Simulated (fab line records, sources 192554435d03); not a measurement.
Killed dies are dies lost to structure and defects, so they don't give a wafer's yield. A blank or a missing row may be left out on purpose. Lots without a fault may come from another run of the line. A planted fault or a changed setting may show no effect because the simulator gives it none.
Split-lot experiment | flow n5_finfet | 7 lots, 21 wafers read, on a route of 1938 steps

THE SPLIT
At N5_BEOL_M9_COAT_60 (time 60 s, resist thk 30 nm), the setting spin_rpm was moved away from the recipe's 1500 rpm on 7 of the 21 wafers read, by -4.1% to +7.3%. The other wafers ran this setting at the recipe's value.

FROM THE SPLIT TO THE READING: what the file shows between them, 3 steps
- N5_BEOL_M9_COAT_05: resist thk 90 nm
- N5_BEOL_M9_EBR_07
- N5_BEOL_M9_DESCUM_16: chemistry O2, time 7.9 s

THE READING
CAR-ArF_of_BEOL_M9_COAT_05.thk_nm (the simulator's own value, which no gauge read), in nm, at N5_BEOL_M9_ETCH_61 (etches SiARC in CF4, target depth 39 nm, time 65 s). The file gives no usual value for it. The 14 wafers here that ran the recipe average 55.6 nm, standard deviation 0.39 nm.

wafer  | tool, chamber at the split | spin_rpm as run, rpm | against the recipe | CAR-ArF_of_BEOL_M9_COAT_05.thk_nm, nm | against lot-mates on the recipe
L074.2 | litho_track-01, 0          | 1500                 | recipe             | 55.6                                  | -
L074.3 | litho_track-01, 0          | 1557                 | +3.8%              | 56.2                                  | +0.5
L074.4 | litho_track-01, 0          | 1500                 | recipe             | 55.8                                  | -
L076.1 | litho_track-03, 0          | 1556                 | +3.7%              | 55.8                                  | +0.5
L076.2 | litho_track-03, 0          | 1500                 | recipe             | 55.4                                  | -
L076.4 | litho_track-03, 0          | 1500                 | recipe             | 55.2                                  | -
L081.1 | litho_track-03, 0          | 1500                 | recipe             | 55.8                                  | -
L081.2 | litho_track-03, 0          | 1500                 | recipe             | 55.8                                  | -
L081.4 | litho_track-03, 0          | 1500                 | recipe             | 55.8                                  | -
L083.3 | litho_track-05, 0          | 1500                 | recipe             | 56                                    | -
L083.4 | litho_track-05, 0          | 1610                 | +7.3%              | 56.8                                  | +0.8
L083.6 | litho_track-05, 0          | 1610                 | +7.3%              | 56.8                                  | +0.8
L086.2 | litho_track-01, 0          | 1500                 | recipe             | 55.6                                  | -
L086.4 | litho_track-01, 0          | 1439                 | -4.1%              | 55.2                                  | -0.6
L086.5 | litho_track-01, 0          | 1500                 | recipe             | 56                                    | -
L088.1 | litho_track-03, 0          | 1500                 | recipe             | 55.8                                  | -
L088.3 | litho_track-03, 0          | 1500                 | recipe             | 56                                    | -
L088.4 | litho_track-03, 0          | 1577                 | +5.1%              | 56.6                                  | +0.7
L090.2 | litho_track-01, 0          | 1500                 | recipe             | 54.8                                  | -
L090.3 | litho_track-01, 0          | 1552                 | +3.5%              | 55.6                                  | +0.8
L090.5 | litho_track-01, 0          | 1500                 | recipe             | 54.8                                  | -

THE FIT
A straight line over all 21 wafers: CAR-ArF_of_BEOL_M9_COAT_05.thk_nm changes by +0.144 nm for each +1% of spin_rpm; r = +0.74; the points scatter about the line by 0.37 nm.
The same after taking each lot's own level away (the mean of its wafers on the recipe; 21 wafers): +0.127 nm for each +1%; r = +0.94; scatter 0.13 nm.
On that fit, the largest move of spin_rpm shifts the reading by 0.93 nm.
The lots' own levels span 54.80 to 56.00 nm, that is 3.1 times the standard deviation above.
So the lot-to-lot level blurs the effect unless lot-mates are compared.
Check: with one of the wafers moved furthest among these (+7.3%) left out of the fit, the line predicts +0.986 nm for it against its lot-mates. It came out at +0.8 nm against them.

OTHER SPLITS ON THESE WAFERS
These wafers also went through other splits before the reading. Each is held against what the fit with the lots' levels taken away leaves over:
other split on the same wafers | wafers away from the commonest value | r with CAR-ArF_of_BEOL_M9_COAT_05.thk_nm (lot level and that fit taken away)
N5_BEOL_M8_EXPOSE_08 dose_mj   | 9                                    | +0.03

THE WHOLE CHAIN: every reading that the file lists as answering this split, in the file's order
step               | what it does                                                         | reading                                                                            | change (the file's fit)                                                              | r (the file's)
N5_BEOL_M9_COAT_60 | time 60 s, resist thk 30 nm                                          | SiARC_of_BEOL_M9_COAT_60.thk_nm (the simulator's own value, which no gauge read)   | -0.152 nm for each +1% of the setting                                                | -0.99
N5_BEOL_M9_ETCH_61 | etches SiARC in CF4, target depth 39 nm, time 65 s                   | etch.depth_nm (the simulator's own value, which no gauge read)                     | -0.146 nm for each +1% of the setting                                                | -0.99
N5_BEOL_M9_ETCH_61 | etches SiARC in CF4, target depth 39 nm, time 65 s                   | CAR-ArF_of_BEOL_M9_COAT_05.thk_nm (the simulator's own value, which no gauge read) | +0.135 nm for each +1% of the setting                                                | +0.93
N5_BEOL_M9_ETCH_62 | etches SOC in N2/H2, target depth 110 nm, overetch 22 nm, time 165 s | SiARC_of_BEOL_M9_COAT_60.thk_nm (the simulator's own value, which no gauge read)   | -0.139 nm for each +1% of the setting, in a fit together with time_s@BEOL_M9_ETCH_62 | 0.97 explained

THE FILE'S OWN FIT
CAR-ArF_of_BEOL_M9_COAT_05.thk_nm changes by +0.135 nm for each +1% of spin_rpm, r = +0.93.
